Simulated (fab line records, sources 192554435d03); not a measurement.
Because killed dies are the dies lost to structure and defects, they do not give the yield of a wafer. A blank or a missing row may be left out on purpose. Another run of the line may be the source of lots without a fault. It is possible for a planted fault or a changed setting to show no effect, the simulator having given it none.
Comparing a struck lot with a sound one :: flow n5_finfet :: 26 out of 1938 route steps
Sound: the wafers L618.2, L618.4, L618.6. Struck: wafers L630.1, L630.2, L630.3. The cause is given at the end.
Order at every step that has rows: each side's tool, ch and its chambers, its first start. Under that, the readings that differ: sound wafers :: struck wafers :: difference of the means :: sigmas: that difference in standard deviations of wafers without a fault.
alike: same words and numbers on both sides, and readings whose means sit less than 2 such deviations apart. not compared: any withheld reading, any reading some wafer has no value for, any bound like >300 that may hide the same value, and any number with overlapping values for which the record gives no deviation.
The two part at a step that has a row with sigmas, a row that says differs or no value, or rows on one side only. Non-overlapping numbers with no deviation appear without sigmas and do not part them. Lack of a reading on every wafer of one side parts them only where that side has two or more wafers.

first, 9 steps without rows for these wafers: N5_MIM_TOP_LITHO_EBR_04; N5_MIM_TOP_LITHO_SOFTBAKE_03 (time 90 s); N5_MIM_TOP_LITHO_EXPOSE_05 (exposes mask MIM TOP, target cd 2000 nm); N5_MIM_TOP_LITHO_PEB_06; N5_MIM_TOP_LITHO_DEVELOP_07 (develop time 60 s); N5_MIM_TOP_LITHO_HARDBAKE_09 (time 120 s); N5_MIM_TOP_LITHO_DESCUM_10 (chemistry O2, time 7.9 s); N5_MIM_TOP_ETCH_ETCH_00 (etches TiN in Cl2/BCl3, target depth 38.5 nm); N5_MIM_TOP_ETCH_STRIP_01 (strips in O2).
N5_MIM_TOP_ETCH_PECVD_03: deposits SiNx from SiH4/NH3/N2, target thk 20 nm, time 17.6 s.
  sound on pecvd-04 ch 0,1,2, day 13 21:10; struck on pecvd-04 ch 0,1,2, day 18 03:43
reading: susceptor_temp_C (C)
sound: 399.98 399.98 400.07
struck: - - -
difference: no value on the struck wafers
sigmas: 

reading: model.SiNx_of_MIM_TOP_ETCH_PECVD_03.thk_nm (nm)
sound: 19.4 20 20.2
struck: 9.6 9.8 9.8
difference: -10.1
sigmas: 
  alike: chamber_pressure_Torr, heater_power_w, showerhead_plenum_p_Torr, throttle_valve_pct
then, 13 steps without rows for these wafers: N5_MIM_BOT_LITHO_HMDS_01 (time 60 s); N5_MIM_BOT_LITHO_COAT_02; N5_MIM_BOT_LITHO_EBR_04; N5_MIM_BOT_LITHO_SOFTBAKE_03 (time 90 s); N5_MIM_BOT_LITHO_EXPOSE_05 (exposes mask MIM BOT); N5_MIM_BOT_LITHO_PEB_06; N5_MIM_BOT_LITHO_DEVELOP_07 (develop time 60 s); N5_MIM_BOT_LITHO_HARDBAKE_09 (time 120 s); N5_MIM_BOT_LITHO_DESCUM_10 (chemistry O2, time 7.9 s); N5_MIM_BOT_ETCH_ETCH_04 (etches SiNx in CF4/O2, target depth 26 nm, time 13 s); N5_MIM_BOT_ETCH_ETCH_03 (etches the open film in Cl2/BCl3, target depth 12 nm); N5_MIM_BOT_ETCH_ETCH_00 (etches TiN in Cl2/BCl3, target depth 45.5 nm); N5_MIM_BOT_ETCH_STRIP_01 (strips in O2).
N5_MIM_BOT_ETCH_STRIP_02: strips in post etch residue remover, time 1200 s.
  sound on wet_bench-03 ch 2,4,7, day 13 22:04; struck on wet_bench-06 ch 0,4,7, day 18 04:36
reading: model.SiNx_of_MIM_TOP_ETCH_PECVD_03.thk_nm (nm)
sound: 19.2 19.6 19.8
struck: 9.2 9.6 9.4
difference: -10.1
sigmas: 
then, 1 step without rows for these wafers: N5_MIM_BOT_ETCH_CLEAN_05 (cleans in IPA, time 180 s).
N5_PASSIVATION_PROBE_49:
  record: rows for the struck wafers here (prober-02, day 18 12:25), none for the sound ones

WHERE THEY PART
Earliest at N5_MIM_TOP_ETCH_PECVD_03; latest, in this record, at N5_PASSIVATION_PROBE_49.

WHY: what had been put in by the simulator
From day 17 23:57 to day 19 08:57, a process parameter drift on pecvd-04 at N5_MIM_TOP_ETCH_PECVD_03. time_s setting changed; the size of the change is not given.
